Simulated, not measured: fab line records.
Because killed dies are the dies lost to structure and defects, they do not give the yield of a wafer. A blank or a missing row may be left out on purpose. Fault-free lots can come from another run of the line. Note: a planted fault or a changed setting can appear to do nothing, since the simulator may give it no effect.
Matching of chambers    flow n5 finfet    rie diel-03 running N5_BEOL_M0_SAQP_ETCH_88: 4 sister chambers
The step etches underlayer in N2/H2, target depth 6.5 nm, time 5.2 s. 14 wafers are shown with their chamber, then 7 later ones without.

== WAFERS WITH THEIR CHAMBER ==
wafer   chamber  showerhead plenum p Torr (Torr)  drypump motor current A (A)  throttle valve pct (%)
L075.3  3        2.45                             5.70                         18.11
L075.4  3        2.45                             5.71                         18.08
L075.6  1        2.57                             5.97                         17.96
L077.3  3        2.45                             5.69                         18.10
L077.4  1        2.57                             5.95                         17.97
L077.5  3        2.45                             5.71                         18.12
L080.1  2        2.42                             6.03                         17.78
L080.2  1        2.57                             5.97                         17.96
L080.6  2        2.42                             6.03                         17.76
L081.1  3        2.45                             5.71                         18.12
L081.4  1        2.56                             5.96                         17.96
L081.6  2        2.42                             6.08                         17.77
L088.1  0        2.48                             6.41                         17.60
L088.3  1        2.56                             5.95                         18.01

SIGNATURES (averages over the wafers above)
reading                   chamber 0  chamber 1  chamber 2  chamber 3  scatter within a chamber
showerhead plenum p Torr  2.4800     2.5660     2.4200     2.4500     0.00346
drypump motor current A   6.4100     5.9600     6.0467     5.7040     0.0154
throttle valve pct        17.6000    17.9720    17.7700    18.1060    0.0179
Rule: for a wafer and a chamber, the distance is found by dividing, reading by reading, the gap between the wafer's reading and the chamber's mean by the reading's scatter, squaring, summing and taking the root. The wafer belongs to the nearest chamber; if the next one is less than 2 further off, it can't be placed. The scatter: the root of (the sum of the squares of (reading less its chamber's mean) over the shown wafers, divided by (wafers less chambers)).

== WAFERS WITH NO CHAMBER GIVEN ==
wafer   showerhead plenum p Torr (Torr)  drypump motor current A (A)  throttle valve pct (%)
L088.4  2.44                             5.72                         18.15
L093.1  2.47                             6.43                         17.61
L093.2  2.55                             5.97                         18.00
L093.5  2.41                             6.08                         17.83
L096.3  2.47                             6.41                         17.63
L096.5  2.41                             6.06                         17.84
L096.6  2.44                             5.69                         18.15

== WHICH CHAMBER EACH ONE RAN IN ==
wafer   from the rows above  in truth
L088.4  3                    3
L093.1  0                    0
L093.2  1                    1
L093.5  2                    2
L096.3  0                    0
L096.5  2                    2
L096.6  3                    3
Correctly placed: 7 of 7. Left unplaced by these rows: 0. Placed wrongly: 0.
